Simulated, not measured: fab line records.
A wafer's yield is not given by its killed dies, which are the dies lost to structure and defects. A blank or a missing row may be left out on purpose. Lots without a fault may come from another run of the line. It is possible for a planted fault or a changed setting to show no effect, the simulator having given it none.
fab line records    flow nand-harc
[record] lots = 5  wafers = 15  last-day = 34
route steps=1302 shown P_ZERO_WELL@68 P_STI@69 END@1302
lots untouched by any fault: they come from a run of this same line in which no faults occurred
start-h: hours from the record's opening day to when the first of the lot's shown wafers began    wait-h: how many hours have passed since the lot's step before this one    " the same as in the row above    L1.1+2: a row that stands for several wafers    - no value present, or no start provided    * or withheld: withheld    < > ~ a bound
route shown NAME@n: names a module that has steps shown in the file, with the first one's number in the route    usual: mean/standard deviation taken from wafers without a fault    same: alike in all rows    chamber/n: place in a boat    sites: per-site readings    _std_site: how widely they spread, as a standard deviation    _edge_site: inner sites' mean taken away from outer sites' mean    radius-mm: how far each site lies from the wafer's centre    mask NAME#n: copy n    behind: tool/chamber where the wafer was last shaped    hold: what put the lot on hold/how long, in hours/how the hold closed    device: transistor that didn't switch, given as n, p or np    end of line: at the end of the route, the tests of the same wafers    where a step has no rows: the recipe by itself    killed: dies lost to structure and defects at the first sort, not the wafer's yield    map: dies across one wafer; x = killed, . = not, _ = none there
set.NAME: the run value of the setting; set.NAME@STEP: its run value at that earlier step    model.NAME: the simulator's own value behind a step, which no gauge read
certain route steps with their lots: each step a table, each wafer a row
services: when a tool's chamber went out of use (start-h, in hours from the record's first day, below 0 if earlier), for how many hours, and the reason
[[steps]]
[step NHARC_P_ZERO_WELL_INSPECT_43]
[usual] raw-defect-count = 13/5.1
lot.wafer  tool               chamber  start-h  wait-h  raw-defect-count
L542.1     defect-inspect-02  -        47.69    0.6     16
L542.2     "                  -        "        "       11
L542.6     "                  -        "        "       22
L551.3     defect-inspect-01  -        137.71   0.4     15
L551.4     "                  -        "        "       19
L551.6     "                  -        "        "       10
L552.1     defect-inspect-02  -        147.68   0.6     28
L552.4     "                  -        "        "       19
L552.6     "                  -        "        "       13
L562.2     defect-inspect-01  -        247.54   0.5     20
L562.5     "                  -        "        "       9
L562.6     "                  -        "        "       11
L563.1     defect-inspect-02  -        258.19   0.6     11
L563.2     "                  -        "        "       7
L563.5     "                  -        "        "       4
[step NHARC_P_STI_ETCH_26]
[recipe] target-depth-a = 110  chemistry = dHF  material = SiO2
[step NHARC_P_STI_PRECLEAN_27]
[recipe] time-s = *  temp-c = 50  bath-age-min = 0  chemistry = SC1
[step NHARC_P_STI_SRD_28]
[step NHARC_P_STI_OXIDE_29]
[recipe] target-thk-a = 100  temp-c = 900  ox-time-s = 1362  material = SiO2
[step NHARC_P_STI_HM_DEP_30]
[recipe] target-thk-a = 800  temp-c = 790  pressure-mtorr = 300  time-s = 873  material = Si3N4
[step NHARC_P_STI_DEHYDRATE_01]
[recipe] temp-c = 150  time-s = 120
[step NHARC_P_STI_HMDS_02]
[recipe] time-s = 30
[step NHARC_P_STI_COAT_41]
[recipe] temp-c = 200  time-s = 65
[step NHARC_P_STI_COAT_03]
[recipe] spin-rpm = 2000  resist-thk-nm = 600
[step NHARC_P_STI_SOFTBAKE_04]
[recipe] temp-c = 125  time-s = 70
[step NHARC_P_STI_EBR_05]
[step NHARC_P_STI_EXPOSE_06]
[recipe] na = 0.55  target-cd-nm = 200  dose-mj = 37.69  mask-id = P_STI
[usual] stage-vel-mm-s = 499.99/0.28
lot.wafer  tool            chamber  start-h  wait-h  mask        stage-vel-mm-s
L542.1     krf-scanner-02  0        64.84    -       P_STI#0     499.58
L542.2     "               0        "        "       P_STI#0     500.44
L542.6     "               0        "        "       P_STI#0     499.63
L551.3     krf-scanner-02  0        154.74   -       P_STI#0     500.38
L551.4     "               0        "        "       P_STI#0     499.91
L551.6     "               0        "        "       P_STI#0     499.68
L552.1     krf-scanner-03  0        163.82   -       P_STI_R1#0  500.37
L552.4     "               0        "        "       P_STI_R1#0  499.83
L552.6     "               0        "        "       P_STI_R1#0  500.08
L562.2     krf-scanner-02  0        264.05   -       P_STI#0     500.27
L562.5     "               0        "        "       P_STI#0     500.24
L562.6     "               0        "        "       P_STI#0     500.07
L563.1     krf-scanner-03  0        274.20   -       P_STI#0     500.07
L563.2     "               0        "        "       P_STI#0     500.33
L563.5     "               0        "        "       P_STI#0     500.06
[step NHARC_P_STI_PEB_07]
[recipe] peb-temp-c = 128  peb-time-s = 80
[step NHARC_P_STI_DEVELOP_08]
[recipe] time-s = 50  dev-temp-c = 22
[step NHARC_P_STI_CD_MEAS_09]
[recipe] target-cd-nm = 200  landing-energy-ev = 500
[usual] cd-nm = 200.4/1.9
lot.wafer  tool       chamber  start-h  wait-h  cd-nm
L542.1     cd-sem-03  0        64.99    -       199.6
L542.2     "          0        "        "       204.5
L542.6     "          0        "        "       203.3
L551.3     cd-sem-01  0        154.89   -       198.6
L551.4     "          0        "        "       200.7
L551.6     "          0        "        "       196.3
L552.1     cd-sem-02  0        163.98   -       183.6
L552.4     "          0        "        "       185.2
L552.6     "          0        "        "       186.0
L562.2     cd-sem-02  0        264.20   -       199.9
L562.5     "          0        "        "       199.0
L562.6     "          0        "        "       200.6
L563.1     cd-sem-01  0        274.35   -       202.7
L563.2     "          0        "        "       200.5
L563.5     "          0        "        "       199.2
[step NHARC_P_STI_OVL_MEAS_10]
[usual] overlay-x-nm = -2/6.5  overlay-y-nm = 2/6.3
lot.wafer  tool        chamber  start-h  wait-h  overlay-x-nm  overlay-y-nm
L542.1     overlay-01  -        65.08    -       5             -1
L542.2     "           -        "        "       5             -1
L542.6     "           -        "        "       5             0
L551.3     overlay-02  -        154.97   -       -3            -1
L551.4     "           -        "        "       -4            -1
L551.6     "           -        "        "       -4            -2
L552.1     overlay-01  -        164.06   -       -5            10
L552.4     "           -        "        "       -5            9
L552.6     "           -        "        "       -5            9
L562.2     overlay-01  -        264.29   -       -5            5
L562.5     "           -        "        "       -4            6
L562.6     "           -        "        "       -4            6
L563.1     overlay-02  -        274.44   -       12            8
L563.2     "           -        "        "       11            8
L563.5     "           -        "        "       12            8
[step NHARC_P_STI_INSPECT_11]
[usual] raw-defect-count = 6.2/2.8
lot.wafer  tool               chamber  start-h  wait-h  raw-defect-count
L542.1     defect-inspect-02  -        65.12    0.0     2
L542.2     "                  -        "        "       9
L542.6     "                  -        "        "       9
L551.3     defect-inspect-01  -        155.01   0.0     11
L551.4     "                  -        "        "       4
L551.6     "                  -        "        "       9
L552.1     defect-inspect-02  -        164.10   0.0     5
L552.4     "                  -        "        "       6
L552.6     "                  -        "        "       5
L562.2     defect-inspect-01  -        264.32   0.0     5
L562.5     "                  -        "        "       5
L562.6     "                  -        "        "       5
L563.1     defect-inspect-02  -        274.47   0.0     5
L563.2     "                  -        "        "       6
L563.5     "                  -        "        "       13
[step NHARC_P_STI_HARDBAKE_13]
[recipe] temp-c = 118  time-s = 65
[step NHARC_P_STI_DESCUM_14]
[recipe] time-s = 3  o2-flow-sccm = 200  ar-flow-sccm = 0  bias-power-w = 0  chemistry = O2
[usual] drypump-motor-current-A = 5.8/0.52  oes-product-au = 1.000/0.01  rf-vpp-V = 57.8/1  showerhead-plenum-p-Torr = 1.92/0.082  throttle-valve-pct = 11.311/0.0084
lot.wafer  tool         chamber  start-h  wait-h  drypump-motor-current-A  oes-product-au  rf-hours-counter-h  rf-vpp-V  showerhead-plenum-p-Torr  throttle-valve-pct  model.P_STI.cd-nm
L542.2     rie-diel-09  2        65.25    -       5.3                      0.999           6                   57.2      1.82                      11.316              204.4
L542.1     "            1        "        "       6.2                      1.012           6                   57.6      1.92                      11.307              199.4
L542.6     "            2        "        "       5.3                      1.010           -                   57.2      1.82                      11.320              202.9
L551.4     rie-diel-01  3        155.14   -       5.3                      1.000           10                  58.1      1.97                      11.302              201.2
L551.3     "            1        "        "       6.5                      0.991           11                  57.9      1.82                      11.303              198.1
L551.6     "            3        "        "       5.3                      0.997           -                   59.2      1.97                      11.316              196.6
L552.1     rie-diel-09  0        164.25   -       6.5                      1.005           1                   58.3      2.04                      11.320              183.5
L552.6     "            3        "        "       6.3                      1.017           -                   58.1      1.88                      11.314              185.7
L552.4     "            0        "        "       6.5                      1.017           -                   56.7      2.04                      11.302              185.4
L562.2     rie-diel-01  3        264.48   -       5.3                      1.002           4                   58.2      1.96                      11.316              200.7
L562.5     "            0        "        "       5.6                      1.010           -                   58.0      1.91                      11.316              199.7
L562.6     "            1        "        "       6.5                      1.003           -                   58.7      1.82                      11.312              200.3
L563.2     rie-diel-01  3        274.61   -       5.3                      1.002           5                   57.2      1.96                      11.319              201
L563.1     "            1        "        "       6.5                      0.990           4                   57.3      1.82                      11.303              202.2
L563.5     "            3        "        "       5.3                      0.993           -                   56.7      1.96                      11.310              199.8
[step NHARC_P_STI_ETCH_42]
[recipe] target-depth-a = 800  overetch-a = 240  time-s = 61  ion-energy-ev = 200  n2-flow-sccm = 150  h2-flow-sccm = 150  ar-flow-sccm = 0  rf-w = 400  bias-w = 150  chemistry = N2/H2
[usual] drypump-motor-current-A = 5.8/0.52  oes-product-au = 1.000/0.0091  rf-vpp-V = 430.8/2.6  showerhead-plenum-p-Torr = 2.05/0.089  throttle-valve-pct = 14.172/0.0093
lot.wafer  tool         chamber  start-h  wait-h  drypump-motor-current-A  oes-product-au  rf-hours-counter-h  rf-vpp-V  showerhead-plenum-p-Torr  throttle-valve-pct
L542.2     rie-diel-09  0        65.34    0.1     6.5                      0.995           6                   434.6     2.18                      14.187
L542.1     "            2        "        "       5.2                      1.000           6                   428.0     1.93                      14.179
L542.6     "            3        "        "       6.3                      0.973           -                   429.5     2.01                      14.170
L551.3     rie-diel-01  1        155.23   0.1     6.5                      1.002           11                  427.3     1.94                      14.181
L551.4     "            0        "        "       5.6                      1.009           10                  431.1     2.04                      14.184
L551.6     "            1        "        "       6.5                      0.997           -                   427.5     1.94                      14.163
L552.1     rie-diel-09  2        164.35   0.1     5.3                      1.013           1                   426.4     1.93                      14.171
L552.4     "            0        "        "       6.5                      0.997           -                   433.9     2.18                      14.182
L552.6     "            3        "        "       6.3                      1.012           -                   429.7     2.01                      14.161
L562.2     rie-diel-01  1        264.56   0.1     6.5                      0.993           3                   429.2     1.94                      14.146
L562.6     "            3        "        "       5.3                      1.010           -                   431.0     2.09                      14.177
L562.5     "            0        "        "       5.6                      1.007           -                   429.6     2.04                      14.189
L563.2     rie-diel-01  2        274.69   0.1     5.1                      0.997           4                   427.4     1.93                      14.173
L563.1     "            3        "        "       5.4                      1.000           5                   430.7     2.09                      14.175
L563.5     "            3        "        "       5.4                      0.995           -                   432.5     2.09                      14.180
[step NHARC_P_STI_ETCH_31]
[recipe] target-depth-a = 1089  time-s = 54.5  cf4-flow-sccm = 100  chf3-flow-sccm = 30  ar-flow-sccm = 0  rf-w = 500  bias-w = 200  chemistry = CF4/CHF3
[usual] chf3-flow-sccm = 29.99/0.094  drypump-motor-current-A = 5.8/0.53  oes-product-au = 0.956/0.018  rf-vpp-V = 370.9/2.2  showerhead-plenum-p-Torr = 1.58/0.064  throttle-valve-pct = 16.803/0.0092
lot.wafer  tool         chamber  start-h  wait-h  chf3-flow-sccm  drypump-motor-current-A  oes-product-au  rf-hours-counter-h  rf-vpp-V  showerhead-plenum-p-Torr  throttle-valve-pct
L542.2     rie-diel-09  3        -        -       29.99           6.4                      0.966           5                   369.9     1.55                      16.817
L542.1     "            0        "        "       29.96           6.5                      0.972           6                   374.5     1.67                      16.821
L542.6     "            2        "        "       30.08           5.3                      0.973           -                   369.1     1.50                      16.808
L551.3     rie-diel-01  3        -        -       29.92           5.3                      0.951           10                  372.8     1.61                      16.810
L551.4     "            2        "        "       29.74           5.2                      0.984           10                  368.1     1.50                      16.801
L551.6     "            3        "        "       29.96           5.4                      0.973           -                   371.9     1.61                      16.798
L552.1     rie-diel-09  0        -        -       29.96           6.5                      0.954           1                   374.7     1.67                      16.809
L552.4     "            0        "        "       30.09           6.5                      0.957           -                   373.6     1.67                      16.811
L552.6     "            3        "        "       29.88           6.3                      0.975           -                   370.2     1.55                      16.780
L562.2     rie-diel-01  2        -        -       30.02           5.2                      0.944           3                   368.6     1.49                      16.810
L562.5     "            3        "        "       30.08           5.4                      0.946           -                   371.6     1.61                      16.802
L562.6     "            0        "        "       29.95           5.6                      0.956           -                   370.3     1.57                      16.807
L563.1     rie-diel-01  0        -        -       30.00           5.7                      0.964           4                   371.4     1.57                      16.814
L563.2     "            1        "        "       29.92           6.5                      0.976           4                   369.3     1.50                      16.804
L563.5     "            1        "        "       30.00           6.5                      0.984           -                   368.9     1.50                      16.789
[step NHARC_P_STI_ETCH_15]
[recipe] target-depth-a = 3000  taper-deg = 4  time-s = 100.1  hbr-flow-sccm = 150  cl2-flow-sccm = 50  rf-w = 400  icp-w = 400  bias-w = 100  chemistry = HBr/Cl2
[usual] drypump-motor-current-A = 5.9/0.51  oes-product-au = 1.000/0.0091  throttle-valve-pct = 26.406/0.0084
lot.wafer  tool       chamber  start-h  wait-h  drypump-motor-current-A  oes-product-au  rf-hours-counter-h  throttle-valve-pct  model.P_STI.cd-nm
L542.2     rie-si-01  0        65.53    -       5.8                      1.001           0.3                 26.406              201.8
L542.1     "          3        "        "       6.6                      0.997           0.4                 26.405              199.4
L542.6     "          1        "        "       4.9                      1.011           -                   26.413              204
L551.4     rie-si-03  3        155.42   -       5.6                      1.007           0.6                 26.413              201.6
L551.3     "          1        "        "       5.7                      0.996           0.6                 26.402              198
L551.6     "          0        "        "       6.2                      1.010           -                   26.393              196.7
L552.4     rie-si-01  3        164.57   -       6.6                      0.994           1.1                 26.409              184.5
L552.1     "          1        "        "       4.9                      1.004           0.8                 26.388              183.3
L552.6     "          3        "        "       6.6                      0.989           -                   26.399              186
L562.2     rie-si-05  1        264.78   -       6.5                      0.985           1.0                 26.412              199.8
L562.5     "          2        "        "       6.2                      0.997           -                   26.401              198
L562.6     "          3        "        "       5.9                      0.984           -                   26.408              198.2
L563.1     rie-si-01  0        274.90   -       5.8                      1.009           0.4                 26.406              201.1
L563.2     "          2        "        "       6.0                      0.987           0.4                 26.410              201.3
L563.5     "          0        "        "       5.8                      1.006           -                   26.395              198.8
[step NHARC_P_STI_CD_MEAS_16]
[usual] cd-nm = 199.8/2
lot.wafer  tool       chamber  start-h  wait-h  cd-nm
L542.1     cd-sem-01  -        65.69    -       199.4
L542.2     "          -        "        "       201.9
L542.6     "          -        "        "       204.0
L551.3     cd-sem-01  -        155.59   -       198.0
L551.4     "          -        "        "       201.7
L551.6     "          -        "        "       196.6
L552.1     cd-sem-03  -        164.71   -       183.2
L552.4     "          -        "        "       184.6
L552.6     "          -        "        "       185.9
L562.2     cd-sem-02  -        264.90   -       199.9
L562.5     "          -        "        "       198.2
L562.6     "          -        "        "       198.1
L563.1     cd-sem-02  -        275.05   -       201.1
L563.2     "          -        "        "       201.5
L563.5     "          -        "        "       199.0
[step NHARC_P_STI_OCD_MEAS_17]
[usual] trench-depth-nm = 300/3.7  trench-foot-cd-nm = 158.3/1.9
lot.wafer  tool    chamber  start-h  wait-h  trench-depth-nm  trench-foot-cd-nm
L542.1     ocd-02  -        65.78    0.1     299              157.4
L542.2     "       -        "        "       302              161.9
L542.6     "       -        "        "       303              160.5
L551.3     ocd-01  -        155.67   0.1     300              157.3
L551.4     "       -        "        "       306              158.0
L551.6     "       -        "        "       305              154.4
L552.1     ocd-02  -        164.80   0.1     301              141.1
L552.4     "       -        "        "       298              142.9
L552.6     "       -        "        "       297              144.3
L562.2     ocd-02  -        264.99   0.1     295              158.5
L562.5     "       -        "        "       299              156.5
L562.6     "       -        "        "       292              159.4
L563.1     ocd-02  -        275.13   0.1     301              160.3
L563.2     "       -        "        "       297              159.5
L563.5     "       -        "        "       301              157.0
[step NHARC_P_STI_STRIP_19]
[recipe] time-s = 900  temp-c = 130  chemistry = SPM
[step NHARC_END_SORT_01]
[recipe] temp-c = 25
[usual] killed-at-array = 49/19  killed-at-other = 0.9/1.1  killed-at-periphery = 4.0/2.7  killed-dies = 54/19  killed-open = 3.3/1.8  killed-short = 2.6/1.6
[same] gross-dies = 677
lot.wafer  tool       chamber  start-h  wait-h  killed-at-array  killed-at-other  killed-at-periphery  killed-dies  killed-open  killed-short
L552.1     prober-02  0        685.57   2.5     34               3                1                    38           1            2
// killed by level:class
L552.1 A_CHANNEL_HOLE_D1:chamber-film-flake=19 A_WL_FILL:chamber-film-flake=4 A_STAIRCASE:chamber-film-flake=3 A_DECK1_JOINT:chamber-film-flake=2 A_CONTACT:chamber-film-flake=2 THIN_TSV:chamber-film-flake=2 A_ONON_D1:geometric-particle:short=1 A_M0:geometric-particle:short=1
[[services]]
tool            chamber  start-h  hours  kind
rie-si-03       -        44.00    9.0    pm
krf-scanner-03  -        52.00    4.0    pm
rie-diel-09     2        54.81    5.0    repair
rie-si-05       3        73.15    3.4    repair
krf-scanner-03  -        79.01    17.7   repair
rie-si-03       2        90.34    1.1    repair
krf-scanner-02  -        94.00    4.0    pm
rie-diel-01     1        94.73    6.9    repair
krf-scanner-02  -        128.81   3.4    repair
rie-diel-09     1        131.01   5.3    repair
rie-diel-09     -        143.10   9.0    pm
rie-diel-09     1        163.64   11.2   repair
rie-diel-09     3        180.94   5.6    repair
rie-si-01       3        183.98   4.1    repair
rie-si-01       -        193.00   9.0    pm
rie-diel-09     1        194.87   19.0   repair
rie-diel-01     -        203.84   9.0    pm
rie-diel-09     0        208.86   3.3    repair
rie-diel-09     3        214.46   12.9   repair
krf-scanner-02  -        219.87   0.6    repair
krf-scanner-03  -        224.00   4.0    pm
rie-diel-01     -        225.73   0.3    repair
krf-scanner-02  -        266.00   4.0    pm
rie-diel-09     3        273.10   7.5    repair
[[key]]
[first-sign] step = NHARC_P_STI_EXPOSE_06  reading = mask  direction = changed
[effect] step = NHARC_P_STI_CD_MEAS_09  reading = cd-nm  direction = down  sigmas = 8.2  usual = 200.4  struck = 185.0
[effect] step = NHARC_P_STI_CD_MEAS_16  reading = cd-nm  direction = down  sigmas = 7.5  usual = 199.8  struck = 184.6
[effect] step = NHARC_P_STI_OCD_MEAS_17  reading = trench-foot-cd-nm  direction = down  sigmas = 8.1  usual = 158.3  struck = 142.8
[model-effect] step = NHARC_P_STI_DESCUM_14  value = P_STI.cd-nm  without = 199.3  struck = 184.9
[model-effect] step = NHARC_P_STI_ETCH_15  value = P_STI.cd-nm  without = 198.9  struck = 184.6
met-at NHARC_P_STI_EXPOSE_06
struck-wafers L552.1,L552.4,L552.6
tester-left-out L552
[fault] kind = wrong-mask  tool = any  chamber = -  onset-h = 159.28  steps = NHARC_P_STI_EXPOSE_06  aux-copy = P_STI_R1#0  cd-offset-nm = -14.388  scope = struck-lots-only
// tester-left-out: of these lots the tester's yield and bins aren't shown, on N5 and GAA mostly nor the transistor test; their killed dies are dies lost to structure and defects alone, not to doping, threshold or leakage, so they don't give the yield
